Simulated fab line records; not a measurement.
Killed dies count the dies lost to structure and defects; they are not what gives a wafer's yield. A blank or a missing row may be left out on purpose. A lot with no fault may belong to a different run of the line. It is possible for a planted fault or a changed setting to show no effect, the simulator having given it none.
fab line records -- flow nand-harc
record: lots: 7, wafers: 21, last-day: 34
route steps=1302 shown P_GATE@118
lots with no fault: from the same line, run without faults
start-h: start of the lot's first displayed wafer, in hours after the record's first day -- wait-h: time in hours since the lot's previous step -- " the same as in the row above -- L1.1+2: several wafers, shown together as one row -- - no value, or no start given -- * or withheld: withheld -- < > ~ a bound
route shown NAME@n: names a module that has steps shown in the file, with the first one's number in the route -- usual: mean and standard deviation over wafers with no fault -- same: alike in all rows -- chamber/n: place in a boat -- sites: each site's reading -- _std_site: standard deviation across them -- _edge_site: inner sites' mean taken away from outer sites' mean -- radius-mm: how far each site lies from the wafer's centre -- mask NAME#n: copy n -- behind: the tool/chamber that last shaped the wafer -- hold: what put the lot on hold/how long, in hours/how the hold closed -- device: which transistor (n, p or np) failed to switch -- end of line: the same wafers' tests at the end of the route -- where a step has no rows: the recipe by itself -- killed: the dies lost at the first sort to structure and to defects; this is not the yield of the wafer -- map: per-die view of a wafer (x killed, . not killed, _ where there is no die)
set.NAME: the setting as run; set.NAME@STEP: as run at that earlier step -- model.NAME: the simulator's own value behind a step, which no gauge read
lots seen at some steps along the route; tables by step, rows by wafer
services: when a tool's chamber went out of use (start-h, in hours from the record's first day, below 0 if earlier), for how many hours, and the reason
== steps ==
step: NHARC_P_GATE_EBR_07
step: NHARC_P_GATE_EXPOSE_08
recipe: na: 0.6, dose-mj: 16.75, mask-id: P_HV
step: NHARC_P_GATE_PEB_09
recipe: peb-temp-c: 118, peb-time-s: 85
step: NHARC_P_GATE_DEVELOP_10
recipe: time-s: 70
step: NHARC_P_GATE_CD_MEAS_11
recipe: target-cd-nm: 1640, landing-energy-ev: 500
usual: cd-nm: 1640.3/1.4
lot.wafer,tool,chamber,start-h,wait-h,cd-nm
L819.3,cd-sem-02,0,93.39,-,1638.7
L819.4,cd-sem-02,0,93.39,-,1637.7
L819.6,cd-sem-02,0,93.39,-,1641.5
L822.3,cd-sem-03,0,125.56,-,1637.9
L822.4,cd-sem-03,0,125.56,-,1642.1
L822.6,cd-sem-03,0,125.56,-,1638.8
L825.3,cd-sem-03,0,157.07,-,1641.0
L825.5,cd-sem-03,0,157.07,-,1639.3
L825.6,cd-sem-03,0,157.07,-,1637.8
L828.2,cd-sem-03,0,182.26,-,1639.5
L828.4,cd-sem-03,0,182.26,-,1640.9
L828.6,cd-sem-03,0,182.26,-,1640.5
L829.3,cd-sem-01,0,197.05,-,1643.3
L829.4,cd-sem-01,0,197.05,-,1641.5
L829.5,cd-sem-01,0,197.05,-,1642.6
L833.1,cd-sem-01,0,228.47,-,1641.3
L833.2,cd-sem-01,0,228.47,-,1637.3
L833.4,cd-sem-01,0,228.47,-,1640.3
L840.1,cd-sem-02,0,301.17,-,1641.2
L840.4,cd-sem-02,0,301.17,-,1641.9
L840.6,cd-sem-02,0,301.17,-,1640.8
step: NHARC_P_GATE_HARDBAKE_12
recipe: temp-c: 125, time-s: 80
step: NHARC_P_GATE_DESCUM_13
recipe: time-s: 3, o2-flow-sccm: 200, ar-flow-sccm: 0, bias-power-w: 0, chemistry: O2
usual: drypump-motor-current-A: 5.5/0.43, oes-product-au: 0.995/0.0081, rf-vpp-V: 57.7/0.95, showerhead-plenum-p-Torr: 1.88/0.07, throttle-valve-pct: 11.312/0.0082
lot.wafer,tool,chamber,start-h,wait-h,drypump-motor-current-A,oes-product-au,rf-hours-counter-h,rf-vpp-V,showerhead-plenum-p-Torr,throttle-valve-pct
L819.3,rie-diel-09,3,93.54,-,5.7,1.002,8,57.9,1.87,11.289
L819.4,rie-diel-09,2,93.54,-,5.0,1.002,8,58.0,1.82,11.308
L819.6,rie-diel-09,0,93.54,-,5.8,1.012,-,58.5,1.99,11.308
L822.3,rie-diel-09,3,125.72,-,5.7,0.989,9,56.2,1.87,11.301
L822.4,rie-diel-09,2,125.72,-,5.1,1.001,10,58.1,1.82,11.316
L822.6,rie-diel-09,3,125.72,-,5.7,0.991,-,56.2,1.87,11.308
L825.3,rie-diel-09,1,157.24,-,4.8,0.985,0,57.4,1.81,11.321
L825.5,rie-diel-09,1,157.24,-,4.8,0.984,-,57.1,1.81,11.325
L825.6,rie-diel-09,2,157.24,-,5.0,0.999,-,57.3,1.82,11.329
L828.4,rie-diel-09,1,182.43,-,4.8,0.988,3,57.5,1.81,11.322
L828.2,rie-diel-09,2,182.43,-,5.0,0.998,3,56.4,1.82,11.313
L828.6,rie-diel-09,1,182.43,-,4.8,0.982,-,57.6,1.81,11.320
L829.3,rie-diel-03,2,197.20,-,6.0,0.998,4,58.1,1.94,11.309
L829.4,rie-diel-03,3,197.20,-,6.1,1.001,5,57.6,1.82,11.306
L829.5,rie-diel-03,2,197.20,-,6.0,1.011,-,58.5,1.94,11.319
L833.1,rie-diel-09,1,228.63,-,4.8,0.990,5,56.3,1.81,11.295
L833.4,rie-diel-09,3,228.63,-,5.7,0.998,5,56.7,1.87,11.330
L833.2,rie-diel-09,0,228.63,-,5.9,0.981,5,59.2,1.98,11.310
L840.1,rie-diel-03,2,301.36,-,6.0,0.991,0,57.2,1.94,11.318
L840.4,rie-diel-03,1,301.36,-,6.1,0.987,-,57.4,1.92,11.323
L840.6,rie-diel-03,2,301.36,-,5.9,0.990,-,58.1,1.94,11.305
step: NHARC_P_GATE_ETCH_14
recipe: target-depth-a: 488, chemistry: dHF, material: SiO2
step: NHARC_P_GATE_STRIP_15
recipe: time-s: 780, temp-c: 130, chemistry: SPM
step: NHARC_P_GATE_PRECLEAN_71
recipe: time-s: *, temp-c: 50, bath-age-min: 0, chemistry: SC1
step: NHARC_P_GATE_SRD_72
step: NHARC_P_GATE_OXIDE_16
recipe: target-thk-a: 30, temp-c: 875, ox-time-s: 392, material: SiO2
step: NHARC_P_GATE_CVD_17
recipe: target-thk-a: 1500, temp-c: 620, time-s: 900, material: poly-Si
lot.wafer,tool,chamber,start-h,wait-h
L819.3+4+6,lpcvd-poly-02,0,103.45,2.6
L822.3+4+6,lpcvd-poly-04,0,135.53,2.5
L825.3+5+6,lpcvd-poly-04,0,166.92,2.5
L828.2+4+6,lpcvd-poly-04,0,192.08,2.5
L828.2+4+6,lpcvd-poly-04,0,194.85,0.5
L829.3+4+5,lpcvd-poly-03,0,207.42,2.7
L829.3+4+5,lpcvd-poly-03,0,210.19,0.5
L833.1+2+4,lpcvd-poly-04,0,238.51,2.7
L833.1+2+4,lpcvd-poly-04,0,241.26,0.5
L840.1+4+6,lpcvd-poly-04,0,311.05,2.5
step: NHARC_P_GATE_HM_DEP_102
recipe: target-thk-a: 1200, temp-c: 400, material: aC
usual: throttle-valve-pct: 35.000/0.01
lot.wafer,tool,chamber,start-h,wait-h,throttle-valve-pct
L819.3,acl-dep-01,0,107.82,2.1,35.012
L819.4,acl-dep-01,0,107.82,2.1,34.989
L819.6,acl-dep-01,0,107.82,2.1,34.994
L822.3,acl-dep-01,0,142.19,4.4,35.001
L822.4,acl-dep-01,0,142.19,4.4,34.985
L822.6,acl-dep-01,0,142.19,4.4,34.998
L825.3,acl-dep-02,0,169.72,0.6,35.010
L825.5,acl-dep-02,0,169.72,0.6,35.007
L825.6,acl-dep-02,0,169.72,0.6,35.004
L828.2,acl-dep-02,0,197.92,0.8,35.001
L828.4,acl-dep-02,0,197.92,0.8,35.001
L828.6,acl-dep-02,0,197.92,0.8,34.993
L829.3,acl-dep-02,0,215.56,3.1,35.003
L829.4,acl-dep-02,0,215.56,3.1,34.993
L829.5,acl-dep-02,0,215.56,3.1,35.006
L833.1,acl-dep-03,0,245.77,2.3,34.997
L833.2,acl-dep-03,0,245.77,2.3,34.989
L833.4,acl-dep-03,0,245.77,2.3,35.001
L840.1,acl-dep-03,0,314.17,0.9,35.003
L840.4,acl-dep-03,0,314.17,0.9,35.023
L840.6,acl-dep-03,0,314.17,0.9,34.995
== services ==
tool,chamber,start-h,hours,kind
rie-diel-09,0,73.10,-,clean
rie-diel-09,1,73.10,-,clean
rie-diel-09,2,73.10,-,clean
rie-diel-09,3,73.10,-,clean
rie-diel-09,0,97.60,-,clean
rie-diel-09,1,97.60,-,clean
rie-diel-09,2,97.60,-,clean
rie-diel-09,3,97.60,-,clean
rie-diel-03,-,104.30,9.0,pm
rie-diel-09,3,105.41,3.6,repair
acl-dep-03,-,118.76,13.0,pm
rie-diel-09,0,122.10,-,clean
rie-diel-09,1,122.10,-,clean
rie-diel-09,2,122.10,-,clean
rie-diel-09,-,143.10,9.0,pm
rie-diel-03,2,169.32,2.0,repair
acl-dep-01,-,187.43,13.0,pm
rie-diel-09,1,192.97,4.6,repair
lpcvd-poly-02,-,206.00,26.0,pm
rie-diel-03,1,224.47,14.9,repair
acl-dep-02,-,241.00,13.0,pm
rie-diel-03,-,281.30,9.0,pm
rie-diel-03,3,298.58,2.8,repair
acl-dep-03,-,301.17,13.0,pm
== key ==
first-sign: step: NHARC_P_GATE_CVD_17, reading: visit, direction: added
effect none on later readings
met-at NHARC_P_GATE_CVD_17
struck-wafers L828.2,L828.4,L828.6,L829.3,L829.4,L829.5,L833.1,L833.2,L833.4
sort-left-out L828.2,L828.4,L828.6,L829.3,L829.4,L829.5,L833.1,L833.2,L833.4
tester-left-out L828,L829,L833
fault: kind: repeated-step-whole, tool: lpcvd-poly-02,lpcvd-poly-03,lpcvd-poly-04, chamber: -, onset-h: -, steps: NHARC_P_GATE_CVD_17, times: 1, scope: struck-lots-only
tester-left-out: of these lots the tester's yield and bins aren't shown, on N5 and GAA mostly nor the transistor test; their killed dies are dies lost to structure and defects alone, not to doping, threshold or leakage, so they don't give the yield
sort-left-out: the simulated sort isn't trusted on such a fault, so these wafers' sort isn't shown, and their yield isn't known
